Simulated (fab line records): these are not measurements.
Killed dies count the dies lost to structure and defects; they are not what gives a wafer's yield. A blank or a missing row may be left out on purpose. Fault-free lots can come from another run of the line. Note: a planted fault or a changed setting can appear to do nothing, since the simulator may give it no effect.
Commonality check across tools + flow nandHarc + 14 lots, 42 wafers sampled

WHY IT WAS OPENED
Flagged at NHARC_A_ONON_D1_THK_MEAS_11: reading thkNm, on 2 of 14 lots. Fault-free wafers read 999 nm, with a standard deviation of 7.9.
Rule: a lot is flagged in two cases, either no wafer of it has a number, or all its wafers with numbers fall more than 4 standard deviations from that mean. The rest of the lots are taken to be sound.

| lot  | measured     | on           | thkNm (nm), wafer by wafer | flag    |
|------|--------------|--------------|----------------------------|---------|
| L635 | day 7 20:06  | filmMetro-01 | 993 992 992                |         |
| L636 | day 8 04:21  | filmMetro-02 | 1004 1004 1005             |         |
| L637 | day 8 04:21  | filmMetro-01 | 998 1000 1001              |         |
| L640 | day 8 08:00  | filmMetro-02 | 985 983 986                |         |
| L642 | day 9 11:49  | filmMetro-02 | 1002 1004 1004             |         |
| L648 | day 10 16:41 | filmMetro-02 | 1052 1052 1049             | FLAGGED |
| L649 | day 10 16:45 | filmMetro-01 | 991 990 991                |         |
| L646 | day 11 06:11 | filmMetro-01 | 1040 1042 1042             | FLAGGED |
| L650 | day 11 12:37 | filmMetro-01 | 1005 1003 1005             |         |
| L651 | day 11 16:38 | filmMetro-01 | 997 998 997                |         |
| L653 | day 12 10:37 | filmMetro-01 | 1005 1007 1006             |         |
| L655 | day 12 14:44 | filmMetro-01 | 1006 1006 1007             |         |
| L656 | day 13 05:21 | filmMetro-02 | 984 984 983                |         |
| L657 | day 13 16:44 | filmMetro-02 | 999 1000 1001              |         |
On average the flagged lots' numbers are 1046 nm, which is +47 nm against the usual, or +6 standard deviations.

TOOL THAT RAN EACH LOT
Before the reading, the record contains 2 process steps out of a 1159-step route. In each cell: the tool, then ch and the chambers that the sampled wafers went through, then the start.
| lot  | flag    | NHARC_P_BONDPAD_PVD_17                 | NHARC_A_ONON_D1_DEP_09          |
|------|---------|----------------------------------------|---------------------------------|
| L635 |         | pvdSputter-03, day 6 17:21 or earlier  | pecvdOnon-01 ch 0, day 7 19:43  |
| L636 |         | pvdSputter-02, day 7 00:09 or earlier  | pecvdOnon-02 ch 0, day 8 03:53  |
| L637 |         | pvdSputter-01, day 6 23:46 or earlier  | pecvdOnon-03 ch 0, day 8 03:53  |
| L640 |         | pvdSputter-02, day 7 09:06 or earlier  | pecvdOnon-02 ch 0, day 8 07:29  |
| L642 |         | pvdSputter-01, day 8 09:52 or earlier  | pecvdOnon-03 ch 0, day 9 11:22  |
| L648 | FLAGGED | pvdSputter-01, day 9 14:35 or earlier  | pecvdOnon-01 ch 0, day 10 16:14 |
| L649 |         | pvdSputter-02, day 9 14:53 or earlier  | pecvdOnon-03 ch 0, day 10 16:14 |
| L646 | FLAGGED | pvdSputter-01, day 10 03:49 or earlier | pecvdOnon-01 ch 0, day 11 05:40 |
| L650 |         | pvdSputter-03, day 10 10:44 or earlier | pecvdOnon-03 ch 0, day 11 12:13 |
| L651 |         | pvdSputter-02, day 10 15:18 or earlier | pecvdOnon-02 ch 0, day 11 16:07 |
| L653 |         | pvdSputter-01, day 11 09:07 or earlier | pecvdOnon-03 ch 0, day 12 10:14 |
| L655 |         | pvdSputter-02, day 11 13:19 or earlier | pecvdOnon-02 ch 0, day 12 14:13 |
| L656 |         | pvdSputter-01, day 12 03:34 or earlier | pecvdOnon-03 ch 0, day 13 04:50 |
| L657 |         | pvdSputter-01, day 12 09:04 or earlier | pecvdOnon-01 ch 0, day 13 16:17 |
What is done by these steps:
- NHARC_P_BONDPAD_PVD_17: deposits TaN, target thk 5 nm, time 8.06 s.
- NHARC_A_ONON_D1_DEP_09: target thk 1000 nm.
- NHARC_A_ONON_D1_THK_MEAS_11: measures by ellipsometry.

FLAGGED AGAINST TOTAL, ONE TOOL AT A TIME (gauges that did the reading follow at the end)
| step                        | tool          | lots run | flagged | share of the flagged lots | sound lots run after its first flagged lot |
|-----------------------------|---------------|----------|---------|---------------------------|--------------------------------------------|
| NHARC_P_BONDPAD_PVD_17      | pvdSputter-01 | 7        | 2       | all                       | 3 (L653,L656,L657)                         |
| NHARC_P_BONDPAD_PVD_17      | pvdSputter-02 | 5        | 0       | none                      | -                                          |
| NHARC_P_BONDPAD_PVD_17      | pvdSputter-03 | 2        | 0       | none                      | -                                          |
| NHARC_A_ONON_D1_DEP_09      | pecvdOnon-01  | 4        | 2       | all                       | 1 (L657)                                   |
| NHARC_A_ONON_D1_DEP_09      | pecvdOnon-02  | 4        | 0       | none                      | -                                          |
| NHARC_A_ONON_D1_DEP_09      | pecvdOnon-03  | 6        | 0       | none                      | -                                          |
| NHARC_A_ONON_D1_THK_MEAS_11 | filmMetro-01  | 8        | 1       | some                      | 4 (L650,L651,L653,L655)                    |
| NHARC_A_ONON_D1_THK_MEAS_11 | filmMetro-02  | 6        | 1       | some                      | 2 (L656,L657)                              |
NHARC_P_BONDPAD_PVD_17 gives no start for some lots, so the hours and the order of its lots are those of NHARC_P_BONDPAD_INSPECT_23.

THE TABLE: WHAT IT ALLOWS
Every flagged lot went through 2 rows of the table: pvdSputter-01 at NHARC_P_BONDPAD_PVD_17 and pecvdOnon-01 at NHARC_A_ONON_D1_DEP_09.
- pvdSputter-01 at NHARC_P_BONDPAD_PVD_17: 2 of its 7 lots flagged. Sound lots followed the first flagged one (L653, L656, L657) on it, something a lasting fault affecting the whole tool could not allow.
- pecvdOnon-01 at NHARC_A_ONON_D1_DEP_09: 2 of its 4 lots flagged. Sound lots followed the first flagged one (L657) on it, something a lasting fault affecting the whole tool could not allow.
None of the table's rows ran every flagged lot and, after the first, no sound lot.

WHAT THE SIMULATOR HAD INSERTED
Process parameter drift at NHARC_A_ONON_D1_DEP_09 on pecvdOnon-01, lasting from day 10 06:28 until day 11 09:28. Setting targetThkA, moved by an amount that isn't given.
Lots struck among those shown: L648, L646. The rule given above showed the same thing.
